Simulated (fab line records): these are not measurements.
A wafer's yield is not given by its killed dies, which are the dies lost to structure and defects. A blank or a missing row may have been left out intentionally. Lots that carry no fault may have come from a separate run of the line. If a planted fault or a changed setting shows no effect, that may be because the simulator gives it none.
Chamber matching + flow nand_harc + 4 sister chambers for NHARC_A_CHANNEL_FILL_D2_ALD_25 on ald_hk-03
The step deposits SiOx, target thk 60 nm, pulse time 10 s, ald cycles 600. 8 wafers are shown with their chamber, then 7 later ones without.

== WAFERS WITH THEIR CHAMBER ==
| wafer  | chamber | heater_power_w (W) | heater_power_outer_w (W) |
|--------|---------|--------------------|--------------------------|
| L077.5 | 2       | 425                | 242                      |
| L080.1 | 3       | 457                | 254                      |
| L080.5 | 2       | 382                | 227                      |
| L082.2 | 3       | 453                | 252                      |
| L082.3 | 1       | 360                | 201                      |
| L082.5 | 0       | 426                | 234                      |
| L085.2 | 1       | 347                | 194                      |
| L085.4 | 0       | 421                | 235                      |

== WAFERS WHOSE CHAMBER IS MISSING ==
| wafer  | heater_power_w (W) | heater_power_outer_w (W) |
|--------|--------------------|--------------------------|
| L085.5 | 391                | 232                      |
| L088.2 | 383                | 228                      |
| L088.3 | 368                | 198                      |
| L088.5 | 422                | 244                      |
| L093.1 | 362                | 193                      |
| L093.4 | 391                | 232                      |
| L093.5 | 393                | 231                      |

== EACH ONE'S CHAMBER ==
| wafer  | from the rows above          | in truth |
|--------|------------------------------|----------|
| L085.5 | can't be placed: 2 or 0      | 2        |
| L088.2 | can't be placed: 2 or 0      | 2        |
| L088.3 | 1                            | 1        |
| L088.5 | can't be placed: 0 or 2 or 3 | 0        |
| L093.1 | 1                            | 1        |
| L093.4 | can't be placed: 2 or 0      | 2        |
| L093.5 | can't be placed: 2 or 0      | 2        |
Correct placement for 2 of the 7. Not placeable from these rows: 5 (in 5, the candidates include the true chamber). Wrongly placed: 0.
How it was worked out, from the rows above alone: a wafer's distance from a chamber is the root of the sum, over the readings, of the square of ((its reading less the chamber's mean) divided by the reading's scatter). The wafer belongs to the nearest chamber; if the next one is less than 2 further off, it can't be placed. For every chamber, the mean is computed from those of its wafers that are shown. How the scatter is found: for the shown wafers, subtract from each reading the mean of its chamber, square and add these, divide the total by (wafers less chambers), then take the root.
